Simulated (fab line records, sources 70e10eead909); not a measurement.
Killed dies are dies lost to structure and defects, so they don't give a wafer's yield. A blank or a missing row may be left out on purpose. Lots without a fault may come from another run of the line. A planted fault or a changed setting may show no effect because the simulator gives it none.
Which tool did it? | flow nand_harc | 24 lots, 72 wafers sampled, at 6 steps of a route of 1159

WHAT THE GAUGES READ, wafer by wafer
NHARC_A_CONTACT_INSPECT_23. Usual: raw_defect_count 447, standard deviation 130.
lot  | measured     | on                | raw_defect_count | flag
L075 | day 17 12:39 | defect_inspect-02 | 259 262 349      |
L074 | day 17 13:25 | defect_inspect-01 | 305 464 422      |
L076 | day 18 01:41 | defect_inspect-02 | 574 582 623      |
L077 | day 18 02:05 | defect_inspect-01 | 363 351 334      |
L078 | day 18 10:01 | defect_inspect-02 | 385 356 409      |
L079 | day 18 18:53 | defect_inspect-01 | 648 310 585      |
L080 | day 19 00:13 | defect_inspect-01 | 524 348 359      |
L081 | day 19 06:43 | defect_inspect-01 | 429 611 540      |
L084 | day 19 17:11 | defect_inspect-01 | 389 718 498      |
L085 | day 19 23:40 | defect_inspect-01 | 316 349 461      |
L083 | day 20 04:40 | defect_inspect-01 | 311 419 458      |
L082 | day 20 04:49 | defect_inspect-01 | 393 382 473      |
L087 | day 20 17:13 | defect_inspect-01 | 263 296 462      |
L086 | day 20 17:58 | defect_inspect-01 | 463 400 619      |
L088 | day 21 09:35 | defect_inspect-01 | 417 327 566      |
L089 | day 21 10:20 | defect_inspect-01 | 331 351 643      |
L090 | day 21 21:43 | defect_inspect-01 | 550 677 728      |
L091 | day 21 22:28 | defect_inspect-02 | 306 357 330      |
L092 | day 22 08:20 | defect_inspect-02 | 470 411 536      |
L093 | day 22 14:40 | defect_inspect-01 | 416 400 334      |
L095 | day 22 18:46 | defect_inspect-01 | 327 523 394      |
L094 | day 22 21:32 | defect_inspect-01 | 449 345 494      |
L096 | day 23 06:06 | defect_inspect-02 | 337 312 379      |
L097 | day 23 06:51 | defect_inspect-01 | 449 469 403      |

NHARC_A_BLC_CD_MEAS_19. Usual: cd_nm 100.5 nm, standard deviation 2.1.
lot  | measured     | on        | cd_nm (nm)        | flag
L075 | day 17 14:14 | cd_sem-02 | 101.0 102.3 99.4  |
L074 | day 17 15:20 | cd_sem-02 | 100.4 97.1 99.1   |
L076 | day 18 03:21 | cd_sem-03 | 100.6 104.0 102.4 |
L077 | day 18 03:44 | cd_sem-01 | 98.8 100.7 100.3  |
L078 | day 18 11:35 | cd_sem-03 | 101.8 102.9 98.2  |
L079 | day 18 20:33 | cd_sem-01 | 102.7 99.9 100.8  |
L080 | day 19 02:20 | cd_sem-01 | 99.6 97.0 98.0    |
L081 | day 19 08:22 | cd_sem-01 | 101.6 101.2 101.1 |
L084 | day 19 18:50 | cd_sem-02 | 98.9 99.6 100.3   |
L085 | day 20 01:22 | cd_sem-03 | 99.7 100.7 104.5  |
L083 | day 20 06:20 | cd_sem-03 | 96.5 96.1 99.0    |
L082 | day 20 06:29 | cd_sem-01 | 104.8 101.8 102.4 |
L087 | day 20 18:45 | cd_sem-01 | 102.6 96.7 102.9  |
L086 | day 20 19:38 | cd_sem-03 | 99.5 102.9 102.5  |
L088 | day 21 11:08 | cd_sem-02 | 101.5 98.9 100.2  |
L089 | day 21 12:01 | cd_sem-02 | 101.7 102.1 100.5 |
L090 | day 21 23:22 | cd_sem-01 | 99.3 99.9 100.2   |
L091 | day 22 00:19 | cd_sem-03 | 99.4 101.4 99.8   |
L092 | day 22 10:01 | cd_sem-03 | 102.9 103.4 101.4 |
L093 | day 22 16:20 | cd_sem-03 | 98.9 98.8 97.7    |
L095 | day 22 20:26 | cd_sem-03 | 103.8 106.5 99.8  |
L094 | day 22 23:13 | cd_sem-01 | 99.6 103.1 101.9  |
L096 | day 23 07:39 | cd_sem-02 | 101.1 99.4 101.1  |
L097 | day 23 08:31 | cd_sem-01 | 102.0 100.2 94.1  |

WHICH TOOL RAN EACH LOT (tool, then ch and the chambers of the sampled wafers, then the start)
lot  | NHARC_A_CONTACT_ETCH_75            | NHARC_A_CONTACT_DEP_85          | NHARC_A_CONTACT_ETCH_89                       | NHARC_A_CONTACT_ALD_18
L075 | rie_diel-09 ch 0,2,3, day 16 17:56 | pecvd-03 ch 0,2, day 17 00:58   | rie_diel-03 ch 2,3, day 17 06:31 or earlier   | ald_metal-02 ch 0,1, day 17 06:31
L074 | rie_diel-03 ch 2,3, day 16 19:11   | pecvd-03 ch 0,2, day 17 02:11   | rie_diel-09 ch 0,1,3, day 17 06:35 or earlier | ald_metal-01 ch 1,3, day 17 06:35
L076 | rie_diel-01 ch 1,3, day 17 09:08   | pecvd-03 ch 1,2, day 17 15:34   | rie_diel-01 ch 0,1, day 17 20:19 or earlier   | ald_metal-01 ch 1,2,3, day 17 20:19
L077 | rie_diel-01 ch 0,1,3, day 17 11:12 | pecvd-02 ch 0,2, day 17 17:07   | rie_diel-09 ch 0,1,3, day 17 21:19 or earlier | ald_metal-02 ch 1,3, day 17 21:19
L078 | rie_diel-03 ch 1,2, day 17 21:05   | pecvd-03 ch 0,2, day 18 04:13   | rie_diel-01 ch 0,3, day 18 08:33 or earlier   | ald_metal-04 ch 2,3, day 18 08:33
L079 | rie_diel-01 ch 0,1, day 18 02:28   | pecvd-03 ch 0,2, day 18 09:08   | rie_diel-01 ch 1,3, day 18 13:18 or earlier   | ald_metal-01 ch 2,3, day 18 13:18
L080 | rie_diel-01 ch 1,3, day 18 12:36   | pecvd-03 ch 0,1,2, day 18 18:07 | rie_diel-09 ch 1,3, day 18 22:24 or earlier   | ald_metal-02 ch 0,1,2, day 18 22:24
L081 | rie_diel-09 ch 1,2, day 18 16:02   | pecvd-04 ch 0,1,2, day 18 22:50 | rie_diel-01 ch 2,3, day 19 03:02 or earlier   | ald_metal-01 ch 2,3, day 19 03:02
L084 | rie_diel-01 ch 0,2, day 19 05:49   | pecvd-02 ch 0,2, day 19 11:29   | rie_diel-09 ch 0,1,3, day 19 15:41 or earlier | ald_metal-04 ch 1,3, day 19 15:41
L085 | rie_diel-01 ch 2,3, day 19 09:19   | pecvd-02 ch 0,2, day 19 17:59   | rie_diel-01 ch 0,1,2, day 19 22:09 or earlier | ald_metal-01 ch 0,1,3, day 19 22:09
L083 | rie_diel-01 ch 1,2, day 19 11:24   | pecvd-03 ch 0,1, day 19 18:51   | rie_diel-01 ch 0,3, day 19 22:59 or earlier   | ald_metal-01 ch 0,1, day 19 22:59
L082 | rie_diel-03 ch 0,1,2, day 19 11:31 | pecvd-03 ch 0,2, day 19 19:14   | rie_diel-03 ch 0,3, day 19 23:29 or earlier   | ald_metal-02 ch 0,2,3, day 19 23:29
L087 | rie_diel-01 ch 0,1,3, day 20 01:19 | pecvd-04 ch 0,1,2, day 20 07:11 | rie_diel-03 ch 0,2,3, day 20 12:23 or earlier | ald_metal-01 ch 0,2,3, day 20 12:23
L086 | rie_diel-03 ch 0,2,3, day 20 02:26 | pecvd-03 ch 0,2, day 20 08:25   | rie_diel-09 ch 0,1,3, day 20 13:28 or earlier | ald_metal-04 ch 0,1,2, day 20 13:28
L088 | rie_diel-01 ch 0,1, day 20 15:34   | pecvd-04 ch 0,1, day 20 21:18   | rie_diel-01 ch 0,2, day 21 01:44 or earlier   | ald_metal-04 ch 0,2, day 21 01:44
L089 | rie_diel-09 ch 0,1, day 20 15:55   | pecvd-02 ch 0,1,2, day 20 22:29 | rie_diel-01 ch 0,1, day 21 03:00 or earlier   | ald_metal-02 ch 0,1,2, day 21 03:00
L090 | rie_diel-01 ch 0,1,2, day 21 05:02 | pecvd-02 ch 0,1,2, day 21 11:27 | rie_diel-03 ch 1,2,3, day 21 16:04 or earlier | ald_metal-02 ch 1,3, day 21 16:04
L091 | rie_diel-03 ch 0,2,3, day 21 06:00 | pecvd-03 ch 0,1,2, day 21 11:44 | rie_diel-09 ch 1,2, day 21 16:02 or earlier   | ald_metal-04 ch 0,1, day 21 16:02
L092 | rie_diel-01 ch 1,2,3, day 21 11:28 | pecvd-02 ch 0,1,2, day 21 17:01 | rie_diel-09 ch 0,1,2, day 22 00:40 or earlier | ald_metal-04 ch 0,1,2, day 22 00:40
L093 | rie_diel-01 ch 2,3, day 22 03:20   | pecvd-02 ch 0,2, day 22 08:50   | rie_diel-03 ch 0,1,3, day 22 13:13 or earlier | ald_metal-01 ch 0,1,2, day 22 13:13
L095 | rie_diel-01 ch 0,3, day 22 04:35   | pecvd-03 ch 0,1,2, day 22 12:05 | rie_diel-03 ch 0,1, day 22 16:30 or earlier   | ald_metal-01 ch 0,1, day 22 16:30
L094 | rie_diel-09 ch 0,1,2, day 22 06:34 | pecvd-03 ch 0,1, day 22 15:28   | rie_diel-03 ch 1,3, day 22 20:05 or earlier   | ald_metal-04 ch 0,1,2, day 22 20:05
L096 | rie_diel-01 ch 0,1,2, day 22 08:20 | pecvd-04 ch 0,2, day 22 19:01   | rie_diel-01 ch 2,3, day 23 00:15 or earlier   | ald_metal-01 ch 0,3, day 23 00:15
L097 | rie_diel-01 ch 1,2,3, day 22 18:40 | pecvd-03 ch 0,1, day 23 00:38   | rie_diel-01 ch 0,1,2, day 23 04:49 or earlier | ald_metal-02 ch 0,2,3, day 23 04:49
- NHARC_A_CONTACT_ETCH_75: etches the open film in CF4, target depth 39 nm, time 65 s.
- NHARC_A_CONTACT_DEP_85: deposits SiON, target thk 50 nm.
- NHARC_A_CONTACT_ETCH_89: etches the open film in N2/H2, target depth 260 nm, time 475.3 s.
- NHARC_A_CONTACT_ALD_18: deposits TiN, target thk 3 nm, pulse time 1 s, ald cycles 150.

WHAT THE TOOLS THEMSELVES READ (means of the sampled wafers that have a number; where no wafer has one, the mark that the record gives instead)
NHARC_A_CONTACT_ETCH_75. Usual: bias_w 100.0 W, standard deviation 0.31; cf4_flow_sccm 150.0 sccm, standard deviation 0.46; drypump_motor_current_A 5.7 A, standard deviation 0.43; oes_product_au 0.997 a.u., standard deviation 0.0084; rf_vpp_V 151.5 V, standard deviation 1.3; showerhead_plenum_p_Torr 1.77 Torr, standard deviation 0.085; throttle_valve_pct 13.284 %, standard deviation 0.009.
lot  | tool        | bias_w (W) | cf4_flow_sccm (sccm) | drypump_motor_current_A (A) | oes_product_au (a.u.) | rf_vpp_V (V) | showerhead_plenum_p_Torr (Torr) | throttle_valve_pct (%) | flag
L075 | rie_diel-09 | 100.0      | 149.6                | 5.9                         | 1.001                 | 152.8        | 1.82                            | 13.283                 |
L074 | rie_diel-03 | 100.0      | 149.7                | 5.2                         | 0.996                 | 152.5        | 1.80                            | 13.284                 |
L076 | rie_diel-01 | 100.3      | 150.3                | 6.1                         | 0.997                 | 151.0        | 1.70                            | 13.288                 |
L077 | rie_diel-01 | 100.0      | 150.2                | 6.0                         | 1.007                 | 151.4        | 1.77                            | 13.290                 |
L078 | rie_diel-03 | 99.7       | 150.4                | 4.9                         | 1.004                 | 152.8        | 1.84                            | 13.289                 |
L079 | rie_diel-01 | 100.3      | 149.8                | 5.9                         | 0.992                 | 151.1        | 1.75                            | 13.288                 |
L080 | rie_diel-01 | 100.1      | 150.2                | 6.1                         | 1.000                 | 150.4        | 1.70                            | 13.285                 |
L081 | rie_diel-09 | 100.2      | 149.6                | 5.4                         | 1.005                 | 150.6        | 1.76                            | 13.288                 |
L084 | rie_diel-01 | 99.9       | 149.6                | 5.7                         | 0.993                 | 152.3        | 1.84                            | 13.280                 |
L085 | rie_diel-01 | 100.0      | 150.0                | 6.0                         | 0.996                 | 150.8        | 1.74                            | 13.284                 |
L083 | rie_diel-01 | 99.8       | 150.4                | 5.9                         | 0.991                 | 151.7        | 1.70                            | 13.281                 |
L082 | rie_diel-03 | 100.1      | 149.8                | 5.2                         | 0.999                 | 152.9        | 1.83                            | 13.287                 |
L087 | rie_diel-01 | 100.1      | 149.5                | 6.0                         | 0.999                 | 150.7        | 1.77                            | 13.281                 |
L086 | rie_diel-03 | 100.1      | 150.3                | 5.4                         | 0.994                 | 150.7        | 1.77                            | 13.280                 |
L088 | rie_diel-01 | 100.0      | 150.2                | 5.8                         | 0.985                 | 151.9        | 1.83                            | 13.281                 |
L089 | rie_diel-09 | 100.2      | 150.2                | 5.5                         | 1.007                 | 151.0        | 1.70                            | 13.285                 |
L090 | rie_diel-01 | 100.3      | 150.0                | 5.8                         | 0.994                 | 151.4        | 1.77                            | 13.286                 |
L091 | rie_diel-03 | 100.3      | 150.0                | 5.4                         | 0.987                 | 151.2        | 1.77                            | 13.283                 |
L092 | rie_diel-01 | 100.2      | 149.6                | 5.9                         | 0.998                 | 151.0        | 1.71                            | 13.274                 |
L093 | rie_diel-01 | 100.0      | 149.9                | 5.8                         | 0.995                 | 151.6        | 1.73                            | 13.288                 |
L095 | rie_diel-01 | 100.3      | 149.9                | 5.9                         | 0.996                 | 152.1        | 1.85                            | 13.283                 |
L094 | rie_diel-09 | 100.1      | 150.3                | 5.7                         | 0.998                 | 149.8        | 1.74                            | 13.283                 |
L096 | rie_diel-01 | 100.1      | 150.4                | 5.8                         | 0.993                 | 151.3        | 1.76                            | 13.278                 |
L097 | rie_diel-01 | 100.0      | 149.6                | 6.0                         | 0.988                 | 150.9        | 1.71                            | 13.289                 |

NHARC_A_CONTACT_DEP_85. Usual: heater_power_w 718 W, standard deviation 89.
lot  | tool     | heater_power_w (W) | flag
L075 | pecvd-03 | 714                |
L074 | pecvd-03 | 686                |
L076 | pecvd-03 | 748                |
L077 | pecvd-02 | 665                |
L078 | pecvd-03 | 663                |
L079 | pecvd-03 | 708                |
L080 | pecvd-03 | 733                |
L081 | pecvd-04 | 717                |
L084 | pecvd-02 | 718                |
L085 | pecvd-02 | 664                |
L083 | pecvd-03 | 697                |
L082 | pecvd-03 | 745                |
L087 | pecvd-04 | 722                |
L086 | pecvd-03 | 684                |
L088 | pecvd-04 | 788                |
L089 | pecvd-02 | 757                |
L090 | pecvd-02 | 738                |
L091 | pecvd-03 | 677                |
L092 | pecvd-02 | 732                |
L093 | pecvd-02 | 775                |
L095 | pecvd-03 | 745                |
L094 | pecvd-03 | 625                |
L096 | pecvd-04 | 635                |
L097 | pecvd-03 | 702                |

NHARC_A_CONTACT_ETCH_89. Usual: bias_w 150.0 W, standard deviation 0.46; drypump_motor_current_A 5.6 A, standard deviation 0.46; oes_product_au 1.000 a.u., standard deviation 0.0093; rf_vpp_V 430 V, standard deviation 3; showerhead_plenum_p_Torr 2.04 Torr, standard deviation 0.11; throttle_valve_pct 14.172 %, standard deviation 0.0084.
lot  | tool        | bias_w (W) | drypump_motor_current_A (A) | oes_product_au (a.u.) | rf_vpp_V (V) | showerhead_plenum_p_Torr (Torr) | throttle_valve_pct (%) | flag
L075 | rie_diel-03 | 149.8      | 5.3                         | 1.008                 | 430          | 1.98                            | 14.168                 |
L074 | rie_diel-09 | 150.1      | 5.7                         | 1.003                 | 430          | 2.04                            | 14.172                 |
L076 | rie_diel-01 | 150.0      | 5.8                         | 1.003                 | 432          | 2.12                            | 14.169                 |
L077 | rie_diel-09 | 150.5      | 5.7                         | 1.001                 | 430          | 2.03                            | 14.162                 |
L078 | rie_diel-01 | 149.4      | 5.9                         | 1.002                 | 434          | 2.14                            | 14.172                 |
L079 | rie_diel-01 | 149.4      | 6.1                         | 0.997                 | 428          | 1.96                            | 14.176                 |
L080 | rie_diel-09 | 150.4      | 5.4                         | 1.011                 | 431          | 2.05                            | 14.173                 |
L081 | rie_diel-01 | 150.1      | 5.8                         | 1.000                 | 430          | 1.99                            | 14.169                 |
L084 | rie_diel-09 | 149.9      | 5.7                         | 1.012                 | 429          | 2.03                            | 14.181                 |
L085 | rie_diel-01 | 150.1      | 5.8                         | 0.999                 | 430          | 2.04                            | 14.170                 |
L083 | rie_diel-01 | 150.3      | 5.9                         | 0.996                 | 433          | 2.14                            | 14.175                 |
L082 | rie_diel-03 | 150.2      | 5.5                         | 0.988                 | 427          | 1.95                            | 14.172                 |
L087 | rie_diel-03 | 150.2      | 5.4                         | 0.996                 | 431          | 2.04                            | 14.179                 |
L086 | rie_diel-09 | 150.0      | 5.7                         | 1.006                 | 430          | 2.03                            | 14.172                 |
L088 | rie_diel-01 | 150.2      | 5.7                         | 0.999                 | 433          | 2.13                            | 14.179                 |
L089 | rie_diel-01 | 149.7      | 5.8                         | 0.988                 | 433          | 2.11                            | 14.164                 |
L090 | rie_diel-03 | 150.5      | 5.1                         | 1.012                 | 430          | 2.05                            | 14.173                 |
L091 | rie_diel-09 | 150.6      | 5.2                         | 1.002                 | 428          | 1.95                            | 14.168                 |
L092 | rie_diel-09 | 149.9      | 5.7                         | 0.995                 | 430          | 2.01                            | 14.166                 |
L093 | rie_diel-03 | 150.4      | 5.2                         | 1.002                 | 430          | 2.02                            | 14.162                 |
L095 | rie_diel-03 | 150.2      | 5.1                         | 1.003                 | 430          | 2.09                            | 14.168                 |
L094 | rie_diel-03 | 150.3      | 4.9                         | 1.004                 | 430          | 2.03                            | 14.169                 |
L096 | rie_diel-01 | 150.1      | 6.0                         | 0.986                 | 430          | 1.99                            | 14.167                 |
L097 | rie_diel-01 | 149.7      | 5.8                         | 0.989                 | 430          | 2.03                            | 14.175                 |

NHARC_A_CONTACT_ALD_18. Usual: heater_power_w 1061 W, standard deviation 87; precursor_pulse_height_rel 0.999, standard deviation 0.023.
lot  | tool         | heater_power_w (W) | precursor_pulse_height_rel | flag
L075 | ald_metal-02 | 1019               | 0.986                      |
L074 | ald_metal-01 | 1041               | 1.004                      |
L076 | ald_metal-01 | 1089               | 0.979                      |
L077 | ald_metal-02 | 1127               | 1.006                      |
L078 | ald_metal-04 | 1060               | 0.981                      |
L079 | ald_metal-01 | 1108               | 0.994                      |
L080 | ald_metal-02 | 1000               | 1.005                      |
L081 | ald_metal-01 | 1095               | 0.990                      |
L084 | ald_metal-04 | 1003               | 0.992                      |
L085 | ald_metal-01 | 1098               | 0.977                      |
L083 | ald_metal-01 | 1098               | 0.993                      |
L082 | ald_metal-02 | 1005               | 1.008                      |
L087 | ald_metal-01 | 1089               | 0.997                      |
L086 | ald_metal-04 | 1049               | 1.019                      |
L088 | ald_metal-04 | 1101               | 1.005                      |
L089 | ald_metal-02 | 990                | 0.988                      |
L090 | ald_metal-02 | 1151               | 1.008                      |
L091 | ald_metal-04 | 1065               | 1.012                      |
L092 | ald_metal-04 | 1045               | 1.002                      |
L093 | ald_metal-01 | 1137               | 0.989                      |
L095 | ald_metal-01 | 1113               | 0.985                      |
L094 | ald_metal-04 | 1048               | 0.998                      |
L096 | ald_metal-01 | 1133               | 0.993                      |
L097 | ald_metal-02 | 990                | 1.015                      |

THE ANSWER, worked out from the rows above alone
Rule: a lot is off if the mean of its wafers that have a number lies more than 3 standard deviations from the usual mean. A lot without any number at a reading at which 4 lots or more have one is off too. The other lots that the step has rows for count as sound. The gauges are gone through in route order, then the tools' own readings, and for those a lot's mean is taken as printed above. The first step at which some lot is off is used, and at that step the reading that is off furthest; a lot without a number counts as furthest.
No lot is off at any reading shown: from this, nothing can be told.

WHAT THE SIMULATOR HAD PUT IN
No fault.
